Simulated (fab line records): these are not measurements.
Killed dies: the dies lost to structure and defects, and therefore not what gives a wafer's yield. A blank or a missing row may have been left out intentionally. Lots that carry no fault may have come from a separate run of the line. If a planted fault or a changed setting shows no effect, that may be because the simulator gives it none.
Struck lot and sound lot, side by side	flow nand_harc	26 steps out of a route of 1159
Sound: the wafers L925.3, L925.5, L925.6. Wafers L922.1, L922.2, L922.3 were the ones struck. Last of all comes the cause.
For every step that has rows: the tool of each side, followed by ch and its chambers, followed by its first start. Under that, the readings that differ: sound wafers	struck wafers	difference of the means	sigmas: that difference in standard deviations of wafers without a fault.
alike: words and numbers the same on both sides, and readings whose means are apart by under 2 such deviations; not compared: readings that were withheld, readings missing a value for some wafer, numbers with overlapping values and no deviation given by the record, and bounds like >300 which may hide the same value.
The two part at a step that has a row with sigmas, a row that says differs or no value, or rows on one side only. When numbers do not overlap yet have no deviation, they are printed without sigmas and do not part them. A reading that every wafer of one side lacks parts them only if that side has two wafers or more.

first, 4 steps without rows for these wafers: NHARC_A_SGD_CUT_PRECLEAN_18 (cleans in SC1); NHARC_A_SGD_CUT_SRD_19; NHARC_A_SGD_CUT_DEP_20 (deposits SiO2, target thk 150 nm); NHARC_A_SGD_CUT_ANNEAL_27 (time 1800 s).
NHARC_A_SGD_CUT_CMP_21: polishes, target thk 148.19 nm.
  sound on cmp-02 ch 0,1, day 15 02:50; struck on cmp-03 ch 0,1,3, day 15 02:55
  alike: motor_current_A, time_to_endpoint_s
NHARC_A_SGD_CUT_THK_MEAS_22: measures by ellipsometry.
  sound on film_metro-01 at day 15 03:05; struck on film_metro-01 at day 15 03:10
  alike: thk_nm
then, 2 steps without rows for these wafers: NHARC_A_SGD_CUT_SRD_23; NHARC_A_SGD_CUT_ETCH_26 (etches SiO2 in dHF, target depth 45.8 nm).
NHARC_A_SGD_CUT_ETCHBACK_24: etches the open film in CH3F/O2, target depth 50 nm, time 92.857 s.
  sound on rie_diel-04 ch 0,3, day 15 03:19; struck on rie_diel-04 ch 1,2,3, day 15 03:25
reading	sound	struck	difference	sigmas
oes_product_au (a.u.)	1.01 1.00 1.03	0.92 0.92 0.92	-0.09	-3
  alike: drypump_motor_current_A, rf_vpp_V, showerhead_plenum_p_Torr, throttle_valve_pct
  not compared: rf_hours_counter_h
NHARC_A_SGD_CUT_STRIP_28: strips in O2, time 20 s.
  sound: rie_diel-04 ch 0,1,2; struck: rie_diel-04 ch 1,2,3
  alike: drypump_motor_current_A, oes_product_au, rf_vpp_V, showerhead_plenum_p_Torr, throttle_valve_pct
  not compared: rf_hours_counter_h
NHARC_A_SGD_CUT_INSPECT_25:
  sound on defect_inspect-02 at day 15 03:35; struck on defect_inspect-01 at day 15 03:39
  alike: raw_defect_count
NHARC_A_SLIT_DEP_25: deposits SiO2, target thk 200 nm.
  sound on pecvd-03 ch 1,2, day 15 03:56; struck on pecvd-01 ch 0,1, day 15 04:03
  alike: heater_power_w, throttle_valve_pct
NHARC_A_SLIT_DEP_00: deposits aC, target thk 3200 nm.
  sound on acl_dep-01 ch 0, day 15 05:07; struck on acl_dep-03 ch 0, day 15 05:56
  alike: throttle_valve_pct
NHARC_A_SLIT_DEP_23: deposits SiON, target thk 100 nm.
  sound on pecvd-01 ch 0,1, day 15 06:33; struck on pecvd-03 ch 0,1,2, day 15 08:09
  alike: heater_power_w
then, 8 steps without rows for these wafers: NHARC_A_SLIT_DEHYDRATE_01 (time 120 s); NHARC_A_SLIT_HMDS_02 (time 30 s); NHARC_A_SLIT_COAT_03 (resist thk 90 nm); NHARC_A_SLIT_SOFTBAKE_04 (time 55 s); NHARC_A_SLIT_EBR_05; NHARC_A_SLIT_EXPOSE_06 (exposes mask SLIT); NHARC_A_SLIT_PEB_07 (peb time 65 s); NHARC_A_SLIT_DEVELOP_08 (develop time 35 s).
NHARC_A_SLIT_CD_MEAS_09: the cd target is 300 nm.
  sound on cd_sem-03 ch 0, day 15 07:07; struck on cd_sem-03 ch 0, day 15 08:50
  alike: cd_nm
NHARC_A_SLIT_OVL_MEAS_10:
  sound on overlay-02 at day 15 07:11; struck on overlay-02 at day 15 08:55
reading	sound	struck	difference	sigmas
overlay_x_nm (nm)	-1.1 -0.9 -1.2	1.4 0.7 1.6	+2.3	+3
  alike: overlay_y_nm
NHARC_A_SLIT_INSPECT_11:
  sound on defect_inspect-02 at day 15 07:14; struck on defect_inspect-02 at day 15 09:07
reading	sound	struck	difference	sigmas
raw_defect_count	28 18 27	710 682 699	+673	+67
  not compared: hold
then, 1 step without rows for these wafers: NHARC_END_SORT_01.

WHERE THEY PART
At NHARC_A_SGD_CUT_ETCHBACK_24 first; at NHARC_A_SLIT_INSPECT_11 last (within this record only).

WHY: the cause the simulator had injected
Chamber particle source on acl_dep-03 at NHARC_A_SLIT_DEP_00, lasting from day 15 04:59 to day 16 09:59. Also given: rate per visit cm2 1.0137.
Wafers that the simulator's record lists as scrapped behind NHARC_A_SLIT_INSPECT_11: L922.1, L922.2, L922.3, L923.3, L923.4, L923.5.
